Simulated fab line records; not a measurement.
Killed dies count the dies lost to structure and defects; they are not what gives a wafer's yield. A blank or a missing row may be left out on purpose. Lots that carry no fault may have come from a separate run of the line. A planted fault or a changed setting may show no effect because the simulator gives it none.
Matching of chambers :: flow nand-harc :: 4 sister chambers for NHARC_A_M1_CMP_23 on cmp-03
The step polishes, t overpolish 20 s, target thk 154.34 nm. 18 wafers are shown with their chamber, then 9 later ones without.

## WAFERS WITH THEIR CHAMBER
wafer: L077.1
chamber: 0
motor-current-A (A): 11.4
time-to-endpoint-s (s): 31.0

wafer: L077.5
chamber: 0
motor-current-A (A): 11.4
time-to-endpoint-s (s): 28.1

wafer: L077.6
chamber: 1
motor-current-A (A): 12.4
time-to-endpoint-s (s): 28.3

wafer: L082.2
chamber: 0
motor-current-A (A): 11.7
time-to-endpoint-s (s): 24.7

wafer: L082.3
chamber: 1
motor-current-A (A): 13.1
time-to-endpoint-s (s): 26.6

wafer: L082.6
chamber: 2
motor-current-A (A): 11.0
time-to-endpoint-s (s): 31.5

wafer: L085.3
chamber: 1
motor-current-A (A): 13.1
time-to-endpoint-s (s): 34.0

wafer: L085.4
chamber: 3
motor-current-A (A): 9.6
time-to-endpoint-s (s): 30.9

wafer: L085.6
chamber: 3
motor-current-A (A): 9.5
time-to-endpoint-s (s): 31.5

wafer: L088.3
chamber: 2
motor-current-A (A): 11.5
time-to-endpoint-s (s): 29.2

wafer: L088.4
chamber: 3
motor-current-A (A): 9.4
time-to-endpoint-s (s): 30.1

wafer: L088.5
chamber: 2
motor-current-A (A): 11.4
time-to-endpoint-s (s): 29.0

wafer: L093.1
chamber: 3
motor-current-A (A): 9.8
time-to-endpoint-s (s): 31.0

wafer: L093.2
chamber: 1
motor-current-A (A): 12.9
time-to-endpoint-s (s): 31.8

wafer: L093.5
chamber: 3
motor-current-A (A): 9.3
time-to-endpoint-s (s): 34.2

wafer: L094.1
chamber: 0
motor-current-A (A): 12.0
time-to-endpoint-s (s): 25.3

wafer: L094.2
chamber: 1
motor-current-A (A): 12.8
time-to-endpoint-s (s): 25.4

wafer: L094.3
chamber: 2
motor-current-A (A): 10.9
time-to-endpoint-s (s): 29.3

SIGNATURES (means of the wafers above)
reading: motor-current-A
chamber 0: 11.625
chamber 1: 12.860
chamber 2: 11.200
chamber 3: 9.520
scatter within a chamber: 0.266

reading: time-to-endpoint-s
chamber 0: 27.275
chamber 1: 29.220
chamber 2: 29.750
chamber 3: 31.540
scatter within a chamber: 2.55
Rule: distance of a wafer from a chamber = root of the sum over the readings of ((wafer's reading minus chamber's mean) / reading's scatter) squared. The wafer belongs to the nearest chamber; if the next one is less than 2 further off, it can't be placed. The scatter is the square root of a quotient: the sum, over the shown wafers, of each reading's squared deviation from its chamber's mean, divided by wafers minus chambers.

## WAFERS WITH NO CHAMBER GIVEN
wafer: L094.4
motor-current-A (A): 9.4
time-to-endpoint-s (s): 28.5

wafer: L094.5
motor-current-A (A): 9.1
time-to-endpoint-s (s): 30.2

wafer: L094.6
motor-current-A (A): 11.3
time-to-endpoint-s (s): 25.6

wafer: L095.1
motor-current-A (A): 11.4
time-to-endpoint-s (s): 27.2

wafer: L095.3
motor-current-A (A): 12.8
time-to-endpoint-s (s): 30.7

wafer: L095.5
motor-current-A (A): 11.5
time-to-endpoint-s (s): 27.8

wafer: L097.2
motor-current-A (A): 12.1
time-to-endpoint-s (s): 29.0

wafer: L097.3
motor-current-A (A): 12.7
time-to-endpoint-s (s): 29.9

wafer: L097.6
motor-current-A (A): 11.2
time-to-endpoint-s (s): 31.1

## THE CHAMBER EACH PASSED THROUGH
wafer: L094.4
from the rows above: 3
in truth: 3

wafer: L094.5
from the rows above: 3
in truth: 3

wafer: L094.6
from the rows above: can't be placed: 0 or 2
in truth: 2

wafer: L095.1
from the rows above: can't be placed: 0 or 2
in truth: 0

wafer: L095.3
from the rows above: 1
in truth: 1

wafer: L095.5
from the rows above: can't be placed: 0 or 2
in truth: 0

wafer: L097.2
from the rows above: can't be placed: 0 or 1 or 2
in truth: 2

wafer: L097.3
from the rows above: 1
in truth: 1

wafer: L097.6
from the rows above: can't be placed: 2 or 0
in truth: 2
4 of 9 placed correctly. From these rows, 5 cannot be placed; in 5 the true chamber is one of the candidates. Wrongly placed: 0.
